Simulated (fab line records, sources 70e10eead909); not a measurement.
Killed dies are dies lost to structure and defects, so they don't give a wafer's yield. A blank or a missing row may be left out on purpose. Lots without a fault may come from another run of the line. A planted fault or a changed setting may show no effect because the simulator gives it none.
fab line records | flow nand_harc | part 2 of 2: steps 27 to 34 of 34
record lots=5 wafers=15 last_day=30
route steps=1302 shown P_BONDPAD@369 A_START@389 A_ZERO_WELL@390
lots that met no fault: from a run of the same line without faults
start_h: hours from the record's first day to the start of the lot's first wafer shown | wait_h: hours since the lot's step before | " the same as in the row above | L1.1+2: a row that stands for several wafers | - no value, or no start given | * or withheld: withheld | < > ~ a bound
route shown NAME@n: a module of which the file shows steps, and the number in the route of the first | usual: mean/standard deviation of fault-free wafers | same: alike in all rows | chamber/n: place in a boat | sites: the reading at each site | _std_site: their standard deviation | _edge_site: outer sites' mean less inner sites' | radius_mm: how far each site lies from the wafer's centre | mask NAME#n: copy n | behind: the tool/chamber that last shaped the wafer | hold: why the lot was held/for how many hours/how that ended | device: the transistor (n, p or np) that didn't switch | end of line: the same wafers' tests at the end of the route | a step without rows: its recipe alone | killed: dies lost to structure and defects at the first sort, not the wafer's yield | map: a wafer's dies, x killed, . not, _ none there
set.NAME: the setting as run; set.NAME@STEP: as run at that earlier step | model.NAME: the simulator's own value behind a step, which no gauge read
lots at some steps of the route; a table a step, a row a wafer
services: from which hour (start_h, from the record's first day; less than 0 if before it) a tool's chamber was out of use, for how many hours, and why
## steps
# step NHARC_A_ZERO_WELL_EBR_06
# usual exhaust_pa=45.1/0.95
# columns lot.wafer tool chamber start_h wait_h exhaust_pa
L076.1 litho_track-02 0 - - 45.0
L076.2 " 0 " " 44.0
L076.4 " 0 " " 45.2
L081.1 litho_track-07 0 - - 44.7
L081.3 " 0 " " 44.4
L081.5 " 0 " " 44.4
L082.1 litho_track-05 0 - - 44.6
L082.3 " 0 " " 43.7
L082.6 " 0 " " 45.6
L083.1 litho_track-05 0 - - 45.9
L083.5 " 0 " " 44.7
L083.6 " 0 " " 46.6
L091.1 litho_track-05 0 - - 43.7
L091.2 " 0 " " 43.5
L091.6 " 0 " " 44.3
# step NHARC_A_ZERO_WELL_EXPOSE_07
# recipe na=0.55 dose_mj=33.85 mask_id=A_ZERO
# columns lot.wafer tool chamber start_h wait_h mask
L076.1+2+4 krf_scanner-04 0 154.21 - A_ZERO#0
L081.1+3+5 krf_scanner-04 0 210.51 - A_ZERO#0
L082.1+3+6 krf_scanner-03 0 217.83 - A_ZERO#0
L083.1+5+6 krf_scanner-03 0 235.40 - A_ZERO#0
L091.1+2+6 krf_scanner-03 0 309.86 - A_ZERO#0
# step NHARC_A_ZERO_WELL_PEB_08
# recipe peb_temp_c=128 peb_time_s=80
# usual exhaust_pa=45.0/0.96
# columns lot.wafer tool chamber start_h wait_h exhaust_pa
L076.1 litho_track-07 0 154.27 0.1 46.2
L076.2 " 0 " " 44.7
L076.4 " 0 " " 46.9
L081.1 litho_track-05 0 210.57 0.1 44.7
L081.3 " 0 " " 44.9
L081.5 " 0 " " 44.7
L082.1 litho_track-07 0 217.89 0.1 45.6
L082.3 " 0 " " 44.7
L082.6 " 0 " " 44.8
L083.1 litho_track-07 0 235.47 0.1 44.8
L083.5 " 0 " " 45.4
L083.6 " 0 " " 45.9
L091.1 litho_track-07 0 309.93 0.1 44.2
L091.2 " 0 " " 45.0
L091.6 " 0 " " 44.0
# step NHARC_A_ZERO_WELL_DEVELOP_09
# recipe time_s=50 dev_temp_c=22
# usual exhaust_pa=45.0/0.9
# columns lot.wafer tool chamber start_h wait_h exhaust_pa
L076.1 litho_track-07 0 - - 45.0
L076.2 " 0 " " 43.9
L076.4 " 0 " " 46.5
L081.1 litho_track-05 0 - - 46.1
L081.3 " 0 " " 44.8
L081.5 " 0 " " 44.3
L082.1 litho_track-07 0 - - 43.1
L082.3 " 0 " " 44.0
L082.6 " 0 " " 42.2
L083.1 litho_track-07 0 - - 43.9
L083.5 " 0 " " 44.0
L083.6 " 0 " " 43.6
L091.1 litho_track-07 0 - - 46.3
L091.2 " 0 " " 46.0
L091.6 " 0 " " 45.3
# step NHARC_A_ZERO_WELL_CD_MEAS_10
# recipe target_cd_nm=2000 landing_energy_ev=500
# usual cd_nm=2000.6/2.5
# columns lot.wafer tool chamber start_h wait_h cd_nm
L076.1 cd_sem-02 0 154.36 - 1997.5
L076.2 " 0 " " 1999.3
L076.4 " 0 " " 1997.2
L081.1 cd_sem-01 0 210.66 - 1996.8
L081.3 " 0 " " 2003.4
L081.5 " 0 " " 2002.8
L082.1 cd_sem-03 0 217.98 - 1998.8
L082.3 " 0 " " 1995.7
L082.6 " 0 " " 1996.5
L083.1 cd_sem-02 0 235.56 - 1998.6
L083.5 " 0 " " 1997.7
L083.6 " 0 " " 2001.7
L091.1 cd_sem-02 0 310.01 - 2001.4
L091.2 " 0 " " 1998.3
L091.6 " 0 " " 1999.2
# step NHARC_A_ZERO_WELL_HARDBAKE_11
# recipe temp_c=118 time_s=65
# usual exhaust_pa=44.7/0.99
# columns lot.wafer tool chamber start_h wait_h exhaust_pa
L076.1 litho_track-02 0 154.44 - 45.5
L076.2 " 0 " " 46.7
L076.4 " 0 " " 44.4
L081.1 litho_track-07 0 210.74 - 44.0
L081.3 " 0 " " 43.9
L081.5 " 0 " " 43.6
L082.1 litho_track-02 0 218.06 - 46.3
L082.3 " 0 " " 44.8
L082.6 " 0 " " 45.1
L083.1 litho_track-07 0 235.64 - 44.6
L083.5 " 0 " " 44.6
L083.6 " 0 " " 45.5
L091.1 litho_track-02 0 310.09 - 43.0
L091.2 " 0 " " 45.0
L091.6 " 0 " " 43.6
# step NHARC_A_ZERO_WELL_DESCUM_12
# recipe time_s=3 o2_flow_sccm=200 ar_flow_sccm=0 bias_power_w=0 chemistry=O2
# usual drypump_motor_current_A=5.8/0.39 oes_product_au=1.005/0.0088 rf_vpp_V=57.8/0.9 showerhead_plenum_p_Torr=1.90/0.086 throttle_valve_pct=11.311/0.009
# columns lot.wafer tool chamber start_h wait_h drypump_motor_current_A oes_product_au rf_hours_counter_h rf_vpp_V showerhead_plenum_p_Torr throttle_valve_pct
L076.4 rie_diel-06 0 154.51 - 5.7 0.996 0 57.7 1.82 11.313
L076.2 " 1 " " 6.0 1.003 0 57.5 1.86 11.315
L076.1 " 2 " " 6.0 0.997 0 57.2 1.99 11.304
L081.3 rie_diel-13 2 210.81 - 5.9 1.016 4 57.3 1.82 11.324
L081.1 " 0 " " 6.5 1.007 5 59.1 2.05 11.307
L081.5 " 3 " " 5.1 1.019 - 55.9 1.83 11.305
L082.3 rie_diel-06 0 218.14 - 5.8 0.999 2 57.5 1.82 11.332
L082.1 " 2 " " 6.0 1.004 2 59.8 1.99 11.324
L082.6 " 0 " " 5.8 0.995 - 56.9 1.82 11.311
L083.1 rie_diel-06 3 235.75 - 5.4 1.016 3 58.1 1.97 11.308
L083.6 " 0 " " 5.7 0.996 - 56.7 1.82 11.305
L083.5 " 1 " " 5.9 0.998 - 57.4 1.86 11.325
L091.1 rie_diel-11 0 310.17 - 5.3 1.005 17 58.5 2.05 11.299
L091.2 " 1 " " 6.4 1.003 15 58.2 1.96 11.313
L091.6 " 0 " " 5.3 1.004 - 55.9 2.05 11.323
# step NHARC_A_ZERO_WELL_ETCH_19
# recipe target_depth_a=800 overetch_a=240 time_s=87.88 ion_energy_ev=200 n2_flow_sccm=150 h2_flow_sccm=150 ar_flow_sccm=0 rf_w=400 bias_w=150 chemistry=N2/H2
# usual drypump_motor_current_A=5.8/0.41 h2_flow_sccm=149.9/0.44 oes_product_au=1.007/0.01 rf_vpp_V=430.2/2.7 showerhead_plenum_p_Torr=2.03/0.094 throttle_valve_pct=14.170/0.0095
# columns lot.wafer tool chamber start_h wait_h drypump_motor_current_A h2_flow_sccm oes_product_au rf_hours_counter_h rf_vpp_V showerhead_plenum_p_Torr throttle_valve_pct
L076.2 rie_diel-06 1 154.60 0.1 5.9 149.9 1.016 0 428.8 1.98 14.165
L076.1 " 2 " " 6.0 150.3 1.012 0 431.9 2.12 14.144
L076.4 " 3 " " 5.4 150.8 1.014 0 430.8 2.10 14.165
L081.1 rie_diel-13 1 210.91 0.1 5.1 149.8 0.997 4 427.0 1.92 14.170
L081.3 " 3 " " 5.1 150.8 1.014 6 427.7 1.95 14.178
L081.5 " 1 " " 5.1 150.2 1.000 - 427.6 1.92 14.165
L082.1 rie_diel-06 2 218.22 0.1 6.0 150.2 1.007 2 431.6 2.12 14.179
L082.3 " 3 " " 5.4 149.6 1.008 2 431.6 2.10 14.185
L082.6 " 3 " " 5.4 150.2 1.010 - 432.7 2.10 14.156
L083.1 rie_diel-06 0 235.83 0.1 5.8 150.5 0.993 3 427.8 1.94 14.174
L083.5 " 1 " " 5.9 149.3 1.010 - 428.7 1.98 14.172
L083.6 " 2 " " 6.0 150.5 1.002 - 432.8 2.12 14.164
L091.1 rie_diel-11 2 310.25 0.1 5.6 150.5 1.017 16 427.8 1.96 14.159
L091.2 " 0 " " 5.3 149.6 1.002 17 434.7 2.19 14.168
L091.6 " 3 " " 6.3 148.6 1.017 - 433.8 2.11 14.186
## services
# columns tool chamber start_h hours kind
rie_diel-06 - 130.20 9.0 pm
wet_bench-10 - 135.20 8.0 pm
rie_diel-04 - 177.90 9.0 pm
wet_bench-10 - 184.80 3.3 repair
rie_diel-01 1 188.75 5.8 repair
rie_diel-01 2 190.47 18.8 repair
rie_diel-05 0 191.39 7.6 repair
rie_diel-01 - 203.99 9.0 pm
rie_diel-05 2 216.10 4.1 repair
pvd_sputter-02 - 221.84 8.3 repair
litho_track-02 - 227.00 7.0 pm
rie_diel-05 - 229.60 9.0 pm
rie_diel-04 0 236.68 3.6 repair
rie_diel-04 2 243.87 2.0 repair
wet_bench-02 - 244.00 8.0 pm
rie_diel-04 - 245.64 0.2 repair
litho_track-07 - 251.00 7.0 pm
rie_diel-04 1 269.01 5.5 repair
rie_diel-05 3 269.60 3.9 repair
pvd_sputter-02 - 282.01 10.0 pm
rie_diel-06 1 286.58 8.5 repair
wet_bench-08 - 294.40 8.0 pm
litho_track-05 - 299.00 7.0 pm
rie_diel-06 - 307.20 9.0 pm
